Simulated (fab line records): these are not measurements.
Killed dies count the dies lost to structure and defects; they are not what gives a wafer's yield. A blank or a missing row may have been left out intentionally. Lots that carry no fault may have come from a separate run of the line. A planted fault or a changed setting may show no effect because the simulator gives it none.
Matching of chambers | flow n5 finfet | N5_FIN_SAQP_ETCH_51 on rie diel-01: 4 sister chambers
The step etches SiARC in CF4, target depth 45.5 nm, time 75.8 s. 4 wafers are shown with their chamber, then 7 later ones without.

== WAFERS, EACH WITH ITS CHAMBER ==
wafer  | chamber | showerhead plenum p Torr (Torr)
L084.1 | 2       | 2.12
L084.2 | 0       | 2.06
L091.1 | 1       | 2.14
L091.4 | 3       | 2.09

== WAFERS WITH NO CHAMBER GIVEN ==
wafer  | showerhead plenum p Torr (Torr)
L091.5 | 2.09
L092.1 | 2.13
L092.3 | 2.09
L092.6 | 2.05
L093.2 | 2.13
L093.4 | 2.05
L093.6 | 2.11

== THE CHAMBER EACH PASSED THROUGH ==
wafer  | from the rows above     | in truth
L091.5 | 3                       | 3
L092.1 | can't be placed: 2 or 1 | 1
L092.3 | 3                       | 3
L092.6 | 0                       | 0
L093.2 | can't be placed: 2 or 1 | 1
L093.4 | 0                       | 0
L093.6 | can't be placed: 2 or 3 | 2
Correct placement for 4 of the 7. Cannot be placed on the basis of these rows: 3; the candidates contain the true chamber in 3. 0 placed wrongly.
How it was worked out, from the rows above alone: a wafer's distance from a chamber is the root of the sum, over the readings, of the square of ((its reading less the chamber's mean) divided by the reading's scatter). If the next closest chamber is less than 2 further off than the closest, the wafer can't be placed; otherwise it belongs to the closest. For every chamber, the mean is computed from those of its wafers that are shown. The scatter: with one shown wafer a chamber, the root of the mean of the squares of how far each hidden wafer lies from its nearest shown one.
